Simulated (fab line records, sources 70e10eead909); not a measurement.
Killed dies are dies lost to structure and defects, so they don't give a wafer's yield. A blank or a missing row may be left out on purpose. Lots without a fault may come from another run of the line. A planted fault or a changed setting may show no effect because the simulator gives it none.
Tool commonality check | flow nand_harc | 12 lots, 36 wafers sampled

WHY IT WAS OPENED
At NHARC_P_ZERO_WELL_CD_MEAS_24 the reading cd_nm is flagged on 1 of 12 lots. Wafers without a fault read 719.8 nm, standard deviation 1.3.
Rule: a lot is flagged when every wafer of it that has a number lies more than 4 standard deviations from that mean, or none has a number. The other lots count as sound.

lot  | measured    | on        | cd_nm (nm), wafer by wafer | flag
L739 | day 1 14:29 | cd_sem-02 | 721.5 719.7 721.2          |
L742 | day 2 08:29 | cd_sem-01 | 719.1 719.9 720.8          |
L744 | day 2 20:29 | cd_sem-02 | 719.0 720.0 719.9          |
L745 | day 3 02:34 | cd_sem-03 | 719.5 719.7 718.0          |
L747 | day 3 14:37 | cd_sem-01 | 696.7 695.2 695.2          | FLAGGED
L748 | day 3 20:28 | cd_sem-02 | 719.7 718.9 717.1          |
L749 | day 4 02:35 | cd_sem-01 | 719.7 721.7 720.2          |
L757 | day 6 02:54 | cd_sem-01 | 722.2 721.0 719.6          |
L758 | day 6 08:42 | cd_sem-01 | 721.4 720.2 720.6          |
L759 | day 6 14:47 | cd_sem-02 | 718.9 720.1 719.7          |
L761 | day 7 02:35 | cd_sem-02 | 721.3 720.9 721.5          |
L762 | day 7 08:37 | cd_sem-01 | 717.7 719.8 720.2          |
The numbers of the flagged lots are 695.7 nm on average: -24.1 nm against the usual, or -19 standard deviations.

WHICH TOOL RAN EACH LOT
The record holds 1 process step before the reading, out of a route of 1159 steps. In each cell: the tool, then ch and the chambers that the sampled wafers went through, then the start.
lot  | flag    | NHARC_P_ZERO_WELL_EXPOSE_21
L739 |         | krf_scanner-02 ch 0, day 1 14:19
L742 |         | krf_scanner-04 ch 0, day 2 08:19
L744 |         | krf_scanner-04 ch 0, day 2 20:20
L745 |         | krf_scanner-02 ch 0, day 3 02:25
L747 | FLAGGED | krf_scanner-03 ch 0, day 3 14:27
L748 |         | krf_scanner-03 ch 0, day 3 20:19
L749 |         | krf_scanner-04 ch 0, day 4 02:26
L757 |         | krf_scanner-04 ch 0, day 6 02:44
L758 |         | krf_scanner-02 ch 0, day 6 08:32
L759 |         | krf_scanner-04 ch 0, day 6 14:38
L761 |         | krf_scanner-02 ch 0, day 7 02:25
L762 |         | krf_scanner-02 ch 0, day 7 08:28
What these steps do:
- NHARC_P_ZERO_WELL_EXPOSE_21: exposes mask P NWELL, target cd 720 nm.
- NHARC_P_ZERO_WELL_CD_MEAS_24: target cd 720 nm.

FLAGGED OVER TOTAL, TOOL BY TOOL (the gauges that took the reading come last)
step                         | tool           | lots run | flagged | share of the flagged lots | sound lots run after its first flagged lot
NHARC_P_ZERO_WELL_EXPOSE_21  | krf_scanner-02 | 5        | 0       | none                      | -
NHARC_P_ZERO_WELL_EXPOSE_21  | krf_scanner-03 | 2        | 1       | all                       | 1 (L748)
NHARC_P_ZERO_WELL_EXPOSE_21  | krf_scanner-04 | 5        | 0       | none                      | -
NHARC_P_ZERO_WELL_CD_MEAS_24 | cd_sem-01      | 6        | 1       | all                       | 4 (L749,L757,L758,L762)
NHARC_P_ZERO_WELL_CD_MEAS_24 | cd_sem-02      | 5        | 0       | none                      | -
NHARC_P_ZERO_WELL_CD_MEAS_24 | cd_sem-03      | 1        | 0       | none                      | -

WHAT THE TABLE ALLOWS
2 rows of the table ran every flagged lot: krf_scanner-03 at NHARC_P_ZERO_WELL_EXPOSE_21, cd_sem-01 at NHARC_P_ZERO_WELL_CD_MEAS_24.
- krf_scanner-03 at NHARC_P_ZERO_WELL_EXPOSE_21: 1 of its 2 lots flagged. Sound lots ran on it after the first flagged one (L748), which a lasting fault on the whole tool wouldn't allow.
- cd_sem-01 at NHARC_P_ZERO_WELL_CD_MEAS_24: 1 of its 6 lots flagged. Sound lots ran on it after the first flagged one (L749, L757, L758, L762), which a lasting fault on the whole tool wouldn't allow.
No row of the table ran every flagged lot and no sound lot after the first.

WHAT THE SIMULATOR HAD PUT IN
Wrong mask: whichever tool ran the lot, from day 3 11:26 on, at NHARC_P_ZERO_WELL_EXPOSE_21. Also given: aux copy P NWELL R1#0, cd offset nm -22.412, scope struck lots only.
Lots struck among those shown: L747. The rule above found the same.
